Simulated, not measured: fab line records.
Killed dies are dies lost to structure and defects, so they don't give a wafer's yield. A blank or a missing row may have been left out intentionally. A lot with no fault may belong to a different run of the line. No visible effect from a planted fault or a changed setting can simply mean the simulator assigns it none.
2 desks, one fault || flow n5 finfet || what lay behind the numbers comes last; until then each desk has only its own

== AT THE TOOL OWNER'S DESK: ald metal-01 ==
The tool's own readings at N5_BEOL_M2_ALD_84 (deposits TaN, pulse time 2 s, purge time 3 s, co reactant purge time 2 s): means of the sampled wafers that have a number, for each lot that ran on this tool. Marked OUT: a lot whose mean sits more than 4 standard deviations from the usual mean, which makes it out of limits; the brackets give that distance.
Columns: A = heater power outer w at N5_BEOL_M2_ALD_84, usual 229 W; B = heater power w at N5_BEOL_M2_ALD_84, usual 419 W
{"lot": "L576", "first seen here": "day 7 22:01", "A": 231, "B": 421}
{"lot": "L577", "first seen here": "day 8 20:01", "A": 202, "B": 381}
{"lot": "L580", "first seen here": "day 9 13:21", "A": 233, "B": 450}
{"lot": "L585", "first seen here": "day 10 13:04", "A": 204, "B": 408}
{"lot": "L588", "first seen here": "day 13 05:17", "A": 231, "B": 451}
This desk's finding: nothing out of limits on any of the 5 lots.

== METROLOGY DESK ==
What the gauges read, lot by lot, whatever tool the lot ran on: means of the sampled wafers that have a number. Marked OUT: a lot whose mean sits more than 4 standard deviations from the usual mean, which makes it out of limits; the brackets give that distance. 7 of its 10 readings are shown, namely those furthest out on some lot.
Columns: A = DIBL_N at N5_BEOL_M4_RC_MEAS_101, usual 36.6 mV/V; B = DIBL_P at N5_BEOL_M4_RC_MEAS_101, usual 36.4 mV/V; C = IOFF_N at N5_BEOL_M4_RC_MEAS_101, usual 0.167 nA/um; D = IOFF_P at N5_BEOL_M4_RC_MEAS_101, usual 0.219 nA/um; E = ION_P at N5_BEOL_M4_RC_MEAS_101, usual 464 uA/um; F = SS_N at N5_BEOL_M4_RC_MEAS_101, usual 71.5 mV/dec; G = SS_P at N5_BEOL_M4_RC_MEAS_101, usual 73.4 mV/dec
{"lot": "L571", "first seen here": "day 8 17:11", "A": 37.3, "B": 37.2, "C": 0.186, "D": 0.226, "E": 466, "F": 71.4, "G": 73.2}
{"lot": "L572", "first seen here": "day 9 06:21", "A": 38.5, "B": 36.3, "C": 0.188, "D": 0.238, "E": 467, "F": 71.7, "G": 73.4}
{"lot": "L576", "first seen here": "day 9 09:05", "A": 35.4, "B": 34.1, "C": 0.140, "D": 0.229, "E": 473, "F": 72.1, "G": 72.4}
{"lot": "L577", "first seen here": "day 10 10:31", "A": 38.4, "B": 37.4, "C": 0.181, "D": 0.228, "E": 465, "F": 72.3, "G": 73.2}
{"lot": "L580", "first seen here": "day 13 12:28", "A": 37.0, "B": 38.2, "C": 0.206, "D": 0.268, "E": 468, "F": 71.7, "G": 73.8}
{"lot": "L585", "first seen here": "day 13 20:40", "A": 36.0, "B": 36.7, "C": 0.164, "D": 0.225, "E": 460, "F": 70.8, "G": 73.5}
{"lot": "L590", "first seen here": "day 14 18:17", "A": 37.1, "B": 37.5, "C": 0.170, "D": 0.226, "E": 461, "F": 71.4, "G": 73.2}
{"lot": "L589", "first seen here": "day 14 20:09", "A": 35.9, "B": 35.5, "C": 0.158, "D": 0.225, "E": 467, "F": 70.8, "G": 73.4}
{"lot": "L588", "first seen here": "day 14 22:52", "A": 36.7, "B": 37.1, "C": 0.159, "D": 0.204, "E": 461, "F": 71.4, "G": 73.5}
{"lot": "L594", "first seen here": "day 15 15:25", "A": 36.0, "B": 36.7, "C": 0.155, "D": 0.186, "E": 459, "F": 71.3, "G": 72.5}
This desk's finding: nothing out of limits on any of the 10 lots.

== PUT TOGETHER ==
Nothing out of limits was seen by the tool owner's desk.
From the metrology desk's view, nothing was out of limits.

== WHAT THE SIMULATOR HAD INSERTED ==
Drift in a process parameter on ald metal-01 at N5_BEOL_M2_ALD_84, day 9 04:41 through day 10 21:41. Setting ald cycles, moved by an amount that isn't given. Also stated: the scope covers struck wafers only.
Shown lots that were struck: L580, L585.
